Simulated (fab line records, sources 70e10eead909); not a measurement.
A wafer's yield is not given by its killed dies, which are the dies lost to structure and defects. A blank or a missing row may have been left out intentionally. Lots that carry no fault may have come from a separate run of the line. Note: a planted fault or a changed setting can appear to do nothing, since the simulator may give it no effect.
Tool commonality check | flow nandHarc | Sample size 8 lots and 24 wafers

## REASON IT WAS OPENED
At NHARC_END_SORT_01 the reading killedAtPeriphery is flagged on 2 of 8 lots. Fault-free wafers read 4.4, with a standard deviation of 2.9.
Rule: a lot is flagged when every wafer of it that has a number lies more than 4 standard deviations from that mean, or none has a number. All remaining lots are regarded as sound.

lot  | measured     | on        | killedAtPeriphery, wafer by wafer | flag
L494 | day 28 17:14 | prober-02 | 611 624 621                       | FLAGGED
L495 | day 30 16:32 | prober-02 | 608 605 609                       | FLAGGED
L500 | day 31 09:53 | prober-01 | 0 2 0                             | 
L501 | day 31 18:24 | prober-02 | 3 4 4                             | 
L504 | day 32 07:33 | prober-01 | 3 3 3                             | 
L505 | day 32 17:38 | prober-01 | 7 5 7                             | 
L506 | day 32 21:37 | prober-02 | 4 6 5                             | 
L508 | day 34 01:23 | prober-02 | 8 4 1                             | 
The numbers of the flagged lots are 613.0 on average: +608.6 against the usual, or +99 or more standard deviations.

## TOOL THAT RAN EACH LOT
The record holds 4 process steps before the reading, out of a route of 1302 steps. Read each cell as the tool, then ch plus the chambers that the sampled wafers visited, then the start.
lot  | flag    | NHARC_P_ZERO_WELL_ETCH_65         | NHARC_P_ZERO_WELL_ETCH_62                    | NHARC_P_ZERO_WELL_DESCUM_26       | NHARC_P_STI_HM_DEP_30
L494 | FLAGGED | rieDiel-06 ch 1,2, day 5 05:29    | rieDiel-06 ch 2,3, day 5 06:46 or earlier    | rieDiel-06 ch 0,1,3, day 5 06:46  | lpcvd-02 ch 0, day 5 22:11
L495 | FLAGGED | rieDiel-06 ch 0,2,3, day 5 15:29  | rieDiel-06 ch 0,1,2, day 5 16:37 or earlier  | rieDiel-10 ch 0,1,2, day 5 16:37  | lpcvd-02 ch 0, day 6 09:13
L500 |         | rieDiel-10 ch 0,2,3, day 7 17:32  | rieDiel-10 ch 0,1,3, day 7 18:40 or earlier  | rieDiel-06 ch 0,1,2, day 7 18:40  | lpcvd-02 ch 1, day 8 10:34
L501 |         | rieDiel-06 ch 1,2,3, day 8 03:31  | rieDiel-06 ch 0,3, day 8 04:47 or earlier    | rieDiel-10 ch 0,1, day 8 04:47    | lpcvd-01 ch 0, day 8 20:19
L504 |         | rieDiel-06 ch 0,3, day 9 09:32    | rieDiel-06 ch 1,2,3, day 9 10:48 or earlier  | rieDiel-01 ch 0,2,3, day 9 10:48  | lpcvd-02 ch 1, day 10 03:16
L505 |         | rieDiel-10 ch 0,2,3, day 9 19:30  | rieDiel-10 ch 1,2,3, day 9 20:41 or earlier  | rieDiel-10 ch 1,2,3, day 9 20:41  | lpcvd-02 ch 0, day 10 12:47
L506 |         | rieDiel-01 ch 0,2,3, day 10 05:41 | rieDiel-01 ch 0,2,3, day 10 06:51 or earlier | rieDiel-01 ch 0,2,3, day 10 06:51 | lpcvd-02 ch 0, day 10 23:36
L508 |         | rieDiel-10 ch 0,3, day 11 01:30   | rieDiel-10 ch 0,2,3, day 11 02:47 or earlier | rieDiel-01 ch 2,3, day 11 02:47   | lpcvd-02 ch 1, day 11 18:50
What the steps here do:
- NHARC_P_ZERO_WELL_ETCH_65: etches the open film in N2/H2, target depth 80 nm, overetch 24 nm, time 87.88 s.
- NHARC_P_ZERO_WELL_ETCH_62: etches the open film in CHF3/Ar, target depth 13 nm, time 6.5 s.
- NHARC_P_ZERO_WELL_DESCUM_26: chemistry O2, time 3 s.
- NHARC_P_STI_HM_DEP_30: deposits Si3N4, target thk 80 nm, time 873 s.
- NHARC_END_SORT_01

## FLAGGED AGAINST TOTAL, ONE TOOL AT A TIME (gauges that did the reading follow at the end)
step                        | tool       | lots run | flagged | share of the flagged lots | sound lots run after its first flagged lot
NHARC_P_ZERO_WELL_ETCH_65   | rieDiel-01 | 1        | 0       | none                      | -
NHARC_P_ZERO_WELL_ETCH_65   | rieDiel-06 | 4        | 2       | all                       | 2 (L501,L504)
NHARC_P_ZERO_WELL_ETCH_65   | rieDiel-10 | 3        | 0       | none                      | -
NHARC_P_ZERO_WELL_ETCH_62   | rieDiel-01 | 1        | 0       | none                      | -
NHARC_P_ZERO_WELL_ETCH_62   | rieDiel-06 | 4        | 2       | all                       | 2 (L501,L504)
NHARC_P_ZERO_WELL_ETCH_62   | rieDiel-10 | 3        | 0       | none                      | -
NHARC_P_ZERO_WELL_DESCUM_26 | rieDiel-01 | 3        | 0       | none                      | -
NHARC_P_ZERO_WELL_DESCUM_26 | rieDiel-06 | 2        | 1       | some                      | 1 (L500)
NHARC_P_ZERO_WELL_DESCUM_26 | rieDiel-10 | 3        | 1       | some                      | 2 (L501,L505)
NHARC_P_STI_HM_DEP_30       | lpcvd-01   | 1        | 0       | none                      | -
NHARC_P_STI_HM_DEP_30       | lpcvd-02   | 7        | 2       | all                       | 5 (L500,L504,L505,L506,L508)
NHARC_END_SORT_01           | prober-01  | 3        | 0       | none                      | -
NHARC_END_SORT_01           | prober-02  | 5        | 2       | all                       | 3 (L501,L506,L508)
NHARC_P_ZERO_WELL_ETCH_62 gives no start for some lots, so the hours and the order of its lots are those of NHARC_P_ZERO_WELL_DESCUM_26.

## THE TABLE: WHAT IT ALLOWS
4 rows of the table ran every flagged lot: rieDiel-06 at NHARC_P_ZERO_WELL_ETCH_65, rieDiel-06 at NHARC_P_ZERO_WELL_ETCH_62, lpcvd-02 at NHARC_P_STI_HM_DEP_30, prober-02 at NHARC_END_SORT_01.
- rieDiel-06 at NHARC_P_ZERO_WELL_ETCH_65 ran 4 lots, 2 of them flagged. Sound lots followed the first flagged one (L501, L504) on it, something a lasting fault affecting the whole tool could not allow.
- rieDiel-06 at NHARC_P_ZERO_WELL_ETCH_62 ran 4 lots, 2 of them flagged. Sound lots followed the first flagged one (L501, L504) on it, something a lasting fault affecting the whole tool could not allow.
- lpcvd-02 at NHARC_P_STI_HM_DEP_30 ran 7 lots, 2 of them flagged. Sound lots followed the first flagged one (L500, L504, L505, L506, L508) on it, something a lasting fault affecting the whole tool could not allow. On the flagged lots its readings are blank where sound lots have values: pressureMtorr, runLengthS, spikeTcBottomC, spikeTcUpperC and 1 more.
- prober-02 at NHARC_END_SORT_01 ran 5 lots, 2 of them flagged. Sound lots followed the first flagged one (L501, L506, L508) on it, something a lasting fault affecting the whole tool could not allow.
Not one row of the table ran every flagged lot while running no sound lot after the first.

## WHAT THE SIMULATOR HAD INSERTED
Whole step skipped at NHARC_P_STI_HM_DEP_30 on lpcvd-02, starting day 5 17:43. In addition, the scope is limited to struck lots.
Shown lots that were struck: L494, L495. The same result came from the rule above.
